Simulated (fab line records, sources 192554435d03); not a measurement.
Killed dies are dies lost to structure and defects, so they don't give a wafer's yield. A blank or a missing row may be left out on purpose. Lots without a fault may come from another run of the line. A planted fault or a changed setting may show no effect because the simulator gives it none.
Chamber matching | flow n5_finfet | N5_BEOL_M4_CMP_52 on cmp-04: 4 sister chambers
The step polishes, stops on SiOC, t overpolish 6.8 s, target thk 40 nm. 7 wafers are shown with their chamber, then 6 later ones without.

WAFERS WITH THEIR CHAMBER
wafer  | chamber | motor_current_A (A) | overpolish_run_s (s)
L576.6 | 0       | 6.6                 | 6.777
L580.6 | 0       | 6.2                 | 6.783
L582.1 | 2       | 6.8                 | 6.812
L582.2 | 3       | 5.8                 | 6.794
L582.4 | 1       | 8.1                 | 6.801
L583.2 | 1       | 7.6                 | 6.801
L583.5 | 3       | 6.3                 | 6.815

WAFERS WITHOUT THEIR CHAMBER
wafer  | motor_current_A (A) | overpolish_run_s (s)
L583.6 | 6.0                 | 6.807
L590.4 | 7.8                 | 6.807
L590.5 | 6.5                 | 6.780
L591.1 | 6.2                 | 6.817
L591.3 | 6.4                 | 6.807
L591.4 | 7.3                 | 6.811

WHICH CHAMBER EACH WENT THROUGH
wafer  | from the rows above          | in truth
L583.6 | 3                            | 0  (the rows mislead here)
L590.4 | 1                            | 1
L590.5 | 0                            | 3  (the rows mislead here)
L591.1 | can't be placed: 3 or 2      | 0
L591.3 | can't be placed: 3 or 2 or 0 | 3
L591.4 | can't be placed: 2 or 1      | 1
Placed correctly: 1 of 6. Can't be placed from these rows: 3 (the true chamber is among the candidates in 2). Placed wrongly: 2.
How it was worked out, from the rows above alone: a wafer's distance from a chamber is the root of the sum, over the readings, of the square of ((its reading less the chamber's mean) divided by the reading's scatter). The wafer belongs to the nearest chamber; if the next one is less than 2 further off, it can't be placed. A chamber's mean is the mean of its shown wafers. The scatter: the root of (the sum of the squares of (reading less its chamber's mean) over the shown wafers, divided by (wafers less chambers)).
